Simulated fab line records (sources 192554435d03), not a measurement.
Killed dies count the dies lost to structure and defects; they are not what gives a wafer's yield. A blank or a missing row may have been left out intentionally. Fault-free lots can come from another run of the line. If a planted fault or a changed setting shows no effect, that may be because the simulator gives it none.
Lot-split experiment	flow n5 finfet	on a route of 1938 steps: 7 lots, 21 wafers read

SPLIT DETAILS
At N5_MOL_CONTACT_COAG_CONTACT_ETCH_14 (etches SiO2 in C4F6/O2, target depth 27.5 nm, overetch 8.5 nm, time 20 s), the setting source w was moved away from the recipe's 370 W on 6 of the 21 wafers read, by -14.1% to +9.7%. For the rest of the wafers, this setting stayed at what the recipe calls for.

Reading taken at the split's own step.

THE READING
rf vpp V, in V, at N5_MOL_CONTACT_COAG_CONTACT_ETCH_14 (etches SiO2 in C4F6/O2, target depth 27.5 nm, overetch 8.5 nm, time 20 s). A value of 693 V with a standard deviation of 3.2 V is what fault-free wafers of this fab line usually give.

wafer	tool, chamber at the split	source w as run, W	against the recipe	rf vpp V, V	against lot-mates on the recipe
L075.3	rie diel-03, 1	370	recipe	693	-
L075.5	rie diel-03, 2	370	recipe	689	-
L075.6	rie diel-03, 3	370	recipe	688	-
L077.1	rie diel-02, 2	370	recipe	697	-
L077.2	rie diel-02, 3	370	recipe	690	-
L077.6	rie diel-02, 1	370	recipe	691	-
L080.1	rie diel-02, 2	348.2	-5.9%	708	+13
L080.3	rie diel-02, 3	348.2	-5.9%	701	+6
L080.6	rie diel-02, 0	370	recipe	695	-
L083.1	rie diel-03, 0	370	recipe	695	-
L083.3	rie diel-03, 1	370	recipe	690	-
L083.6	rie diel-03, 0	370	recipe	694	-
L090.3	rie diel-02, 1	405.8	+9.7%	676	-15
L090.5	rie diel-02, 0	405.8	+9.7%	663	-28
L090.6	rie diel-02, 1	370	recipe	691	-
L091.2	rie diel-02, 0	370	recipe	693	-
L091.5	rie diel-02, 3	370	recipe	692	-
L091.6	rie diel-02, 0	370	recipe	693	-
L095.2	rie diel-04, 0	318	-14.1%	717	+18
L095.3	rie diel-04, 3	318	-14.1%	736	+37
L095.6	rie diel-04, 2	370	recipe	699	-

THE FIT
A straight line over all 21 wafers: rf vpp V changes by -2.37 V for each +1% of source w; r = -0.94; the points scatter about the line by 4.7 V.
The same after taking each lot's own level away (the mean of its wafers on the recipe; 21 wafers): -2.01 V for each +1%; r = -0.94; scatter 4.4 V.
On that fit, the largest move of source w shifts the reading by 28 V.
Measured against the standard deviation above, the lots' own levels, which go from 690.0 to 699.0 V, span 2.8 times it.
In other words, the slope is changed by the lot-to-lot level; the two fits disagree.
Check: +32.3 V against its lot-mates is what the line predicts for one of the wafers moved furthest among these (-14.1%) when that wafer is left out of the fit. Against them it came out at +18 V.
Tool readings at the split's step, against how far the setting was moved: rf vpp V r = -0.94.

THE OTHER SPLITS THESE WAFERS WENT THROUGH
Other splits were also applied to these wafers ahead of the reading. Each is held against what the fit with the lots' levels taken away leaves over:
other split on the same wafers	wafers away from the commonest value	r with rf vpp V (lot level and that fit taken away)
N5_SDB_COAT_03 spin rpm	10	+0.05
N5_SDB_ALD_29 ald cycles	5	+0.04
N5_HKMG_FIN_ETCH_35 bias w	9	+0.04

THE FILE'S OWN FIT
rf vpp V changes by -2.04 V for each +1% of source w, r = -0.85.
